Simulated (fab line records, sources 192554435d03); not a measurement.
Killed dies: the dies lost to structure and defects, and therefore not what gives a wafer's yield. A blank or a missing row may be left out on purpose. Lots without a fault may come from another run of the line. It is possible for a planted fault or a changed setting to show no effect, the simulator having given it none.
What tool caused it? ; flow n5Finfet ; 12 lots with 32 wafers sampled at 5 steps, on a route of 1938 steps

## WHAT THE GAUGES READ, wafer by wafer
The record holds no reading of a measuring or inspecting step that can be judged against a usual standard deviation.

## EACH LOT AND THE TOOL THAT RAN IT (in order: tool; ch and the chambers of the sampled wafers; start)
lot;N5_BEOL_M2_ALD_98;N5_PASSIVATION_PECVD_55;N5_PASSIVATION_DEGAS_18;N5_PASSIVATION_ETCH_54;N5_PASSIVATION_PROBE_49
L443;aldSin-04 ch 0, day 7 03:26;pecvd-01 ch 0,1, day 12 16:53;pvdSputter-01, day 12 18:13;rieDiel-06 ch 0,1, day 12 21:27;-
L444;aldSin-01 ch 0, day 7 05:12;pecvd-03 ch 2, day 12 21:00;pvdSputter-01, day 13 00:26;rieDiel-06 ch 1,3, day 13 03:32;-
L446;aldSin-01 ch 0,3, day 7 11:59;pecvd-01 ch 1,2, day 13 08:01;pvdSputter-01, day 13 09:07;rieDiel-04 ch 0,2, day 13 12:05;-
L448;aldSin-04 ch 0,1, day 8 05:58;pecvd-04 ch 0,2, day 13 03:32;pvdSputter-02, day 13 05:01;rieDiel-06 ch 0,3, day 13 07:52;-
L449;aldSin-03 ch 1,2,3, day 8 14:23;pecvd-03 ch 1,2, day 14 00:11;pvdSputter-02, day 14 03:11;rieDiel-04 ch 2,3, day 14 06:19;-
L450;aldSin-04 ch 0,1,2, day 8 20:17;pecvd-04 ch 0,1,2, day 14 04:33;pvdSputter-01, day 14 07:09;rieDiel-05 ch 0,1, day 14 10:01;-
L451;aldSin-03 ch 0,2,3, day 9 00:28;pecvd-04 ch 0,1, day 14 13:46;pvdSputter-01, day 14 17:38;rieDiel-04 ch 2,3, day 14 20:23;prober-01, day 14 23:11
L452;aldSin-04 ch 0,1,3, day 9 04:16;pecvd-01 ch 1,2, day 14 20:05;pvdSputter-03, day 14 22:09;rieDiel-05 ch 1,2,3, day 15 01:30;prober-01, day 15 04:22
L454;aldSin-04 ch 0,1,2, day 9 04:36;pecvd-04 ch 1,2, day 15 02:20;pvdSputter-03, day 15 04:17;rieDiel-06 ch 1,3, day 15 07:10;prober-02, day 15 09:56
L455;aldSin-04 ch 0,1, day 9 16:35;pecvd-01 ch 0,1, day 15 11:28;pvdSputter-01, day 15 14:03;rieDiel-06 ch 1,2, day 15 17:37;prober-01, day 15 20:23
L457;aldSin-04 ch 1,2,3, day 10 01:43;pecvd-01 ch 0,2, day 15 07:10;pvdSputter-01, day 15 08:32;rieDiel-04 ch 0,1, day 15 11:31;prober-01, day 15 14:20
L459;aldSin-04 ch 0,2,3, day 11 02:58;pecvd-03 ch 0,1,2, day 16 08:10;pvdSputter-03, day 16 13:27;rieDiel-05 ch 0,1,2, day 16 17:02;prober-01, day 16 19:49
- N5_BEOL_M2_ALD_98: deposits SiO2, target thk 2.5 nm, pulse time 1 s, co reactant pulse time 1 s.
- N5_PASSIVATION_PECVD_55: deposits SiO2 from SiH4/N2O, target thk 400 nm, time 22.5 s.
- N5_PASSIVATION_DEGAS_18: time 60 s.
- N5_PASSIVATION_ETCH_54: etches SiO2 in CHF3/O2, target depth 880 nm, time 440 s.
- N5_PASSIVATION_PROBE_49

## WHAT THE TOOLS THEMSELVES READ (means of the sampled wafers that have a number; where no wafer has one, the mark that the record gives instead)
N5_BEOL_M2_ALD_98. Usual: heaterPowerW 78 W, standard deviation 10; precursorPulseHeightRel 0.998, standard deviation 0.02.
lot;tool;heaterPowerW (W);precursorPulseHeightRel;flag
L443;aldSin-04;82;1.011;
L444;aldSin-01;88;0.974;
L446;aldSin-01;95;1.004;
L448;aldSin-04;82;1.015;
L449;aldSin-03;77;0.990;
L450;aldSin-04;75;0.984;
L451;aldSin-03;77;0.986;
L452;aldSin-04;80;0.996;
L454;aldSin-04;76;0.998;
L455;aldSin-04;80;0.993;
L457;aldSin-04;74;1.018;
L459;aldSin-04;75;1.023;

N5_PASSIVATION_PECVD_55. Usual: heaterPowerW 639 W, standard deviation 110; showerheadPlenumPTorr 8.15 Torr, standard deviation 0.062; throttleValvePct 51.0 %, standard deviation 2.6.
lot;tool;heaterPowerW (W);showerheadPlenumPTorr (Torr);throttleValvePct (%);flag
L443;pecvd-01;714;8.18;51.5;
L444;pecvd-03;693;8.11;45.7;
L446;pecvd-01;628;8.16;52.4;
L448;pecvd-04;658;8.11;50.8;
L449;pecvd-03;627;8.11;52.3;
L450;pecvd-04;670;8.09;50.9;
L451;pecvd-04;595;8.07;51.1;
L452;pecvd-01;577;8.17;52.3;
L454;pecvd-04;671;8.06;51.3;
L455;pecvd-01;638;8.20;50.8;
L457;pecvd-01;517;8.20;50.6;
L459;pecvd-03;672;8.15;51.0;

N5_PASSIVATION_DEGAS_18. Usual: heaterPowerW 512 W, standard deviation 40.
lot;tool;heaterPowerW (W);flag
L443;pvdSputter-01;559;
L444;pvdSputter-01;575;
L446;pvdSputter-01;538;
L448;pvdSputter-02;464;
L449;pvdSputter-02;479;
L450;pvdSputter-01;538;
L451;pvdSputter-01;558;
L452;pvdSputter-03;542;
L454;pvdSputter-03;480;
L455;pvdSputter-01;542;
L457;pvdSputter-01;511;
L459;pvdSputter-03;478;

N5_PASSIVATION_ETCH_54. Usual: drypumpMotorCurrentA 5.9 A, standard deviation 0.48; oes_f_703_au 0.78 a.u., standard deviation 0.071; oesProductAu 0.78 a.u., standard deviation 0.07; rfVppV 526 V, standard deviation 10; showerheadPlenumPTorr 2.45 Torr, standard deviation 0.071; throttleValvePct 18.8 %, standard deviation 0.34.
lot;tool;drypumpMotorCurrentA (A);oes_f_703_au (a.u.);oesProductAu (a.u.);rfVppV (V);showerheadPlenumPTorr (Torr);throttleValvePct (%);flag
L443;rieDiel-06;6.4;0.75;0.75;534;2.51;18.9;
L444;rieDiel-06;5.8;0.76;0.76;522;2.50;18.7;
L446;rieDiel-04;5.7;0.81;0.79;523;2.44;19.0;
L448;rieDiel-06;5.7;0.69;0.71;540;2.48;18.9;
L449;rieDiel-04;6.3;0.79;0.77;524;2.45;18.6;
L450;rieDiel-05;6.1;0.78;0.77;521;2.51;18.8;
L451;rieDiel-04;6.3;0.78;0.75;522;2.48;18.8;
L452;rieDiel-05;5.7;0.81;0.80;527;2.42;18.7;
L454;rieDiel-06;5.5;0.73;0.73;524;2.49;18.8;
L455;rieDiel-06;6.3;0.81;0.79;517;2.47;18.7;
L457;rieDiel-04;5.5;0.87;0.87;521;2.42;18.7;
L459;rieDiel-05;5.8;0.75;0.75;525;2.44;18.9;

N5_PASSIVATION_PROBE_49. Usual: defectLimitedYield 91.3 %, standard deviation 1.4; killed_at_M0_to_M3 33, standard deviation 9.9; killed_at_M4_up 15, standard deviation 5.6; killedAtContacts 13, standard deviation 5.7; killedAtFrontEnd 38, standard deviation 12; killedAtOther 4, standard deviation 3.1; killedDies 103, standard deviation 17; killedOnRim 13, standard deviation 4; killedOpen 66, standard deviation 13; killedShort 32, standard deviation 7.8; sort_bin_4_leakage 0.02 %, standard deviation 0.16; sort_bin_5_function 5.1 %, standard deviation 0.95; sort_bin_6_memory 3.2 %, standard deviation 0.68; sortNPass 1077, standard deviation 17; sortYieldPct 91.3 %, standard deviation 1.5.
lot;tool;defectLimitedYield (%);killed_at_M0_to_M3;killed_at_M4_up;killedAtContacts;killedAtFrontEnd;killedAtOther;killedDies;killedOnRim;killedOpen;killedShort;sort_bin_4_leakage (%);sort_bin_5_function (%);sort_bin_6_memory (%);sortNPass;sortYieldPct (%);flag
L451;prober-01;92.3;30;15;11;26;9;91;15;57;29;0.00;4.4;2.9;1089;92.3;
L452;prober-01;91.1;43;15;12;33;2;105;10;63;38;0.00;5.1;3.5;1075;91.1;
L454;prober-02;93.2;28;11;7;34;1;81;9;50;28;0.00;4.2;2.0;1099;93.2;
L455;prober-01;83.4;131;10;17;33;6;196;28;60;34;0.00;9.6;3.9;984;83.4;OFF
L457;prober-01;84.9;121;10;13;30;3;177;24;63;29;0.00;8.6;3.7;1003;84.9;OFF
L459;prober-01;83.2;128;19;5;45;2;199;32;71;29;0.00;9.2;4.3;981;83.2;OFF

## THE ANSWER, worked out from the rows above alone
Rule: take the mean of a lot's wafers that have a number; if it is more than 3 standard deviations from the usual mean, the lot is off. Also off: a lot with no number at a reading for which 4 or more lots have one. All remaining lots with rows at the step are treated as sound. The gauges are gone through in route order, then the tools' own readings, and for those a lot's mean is taken as printed above. The first step at which some lot is off is used, and at that step the reading that is off furthest; a lot without a number counts as furthest.
Off at N5_PASSIVATION_PROBE_49 (killed_at_M0_to_M3): L455, L457, L459. Neither off nor sound, because the step has no rows for them: L443, L444, L446, L448, L449, L450.
A tool fits if, at that step or a process step before it, it ran every lot that is off, and no sound lot after the first of them. Undecided on this evidence; 2 tools fit (aldSin-04 at N5_BEOL_M2_ALD_98, prober-01 at N5_PASSIVATION_PROBE_49).

## WHAT WAS PUT IN BY THE SIMULATOR
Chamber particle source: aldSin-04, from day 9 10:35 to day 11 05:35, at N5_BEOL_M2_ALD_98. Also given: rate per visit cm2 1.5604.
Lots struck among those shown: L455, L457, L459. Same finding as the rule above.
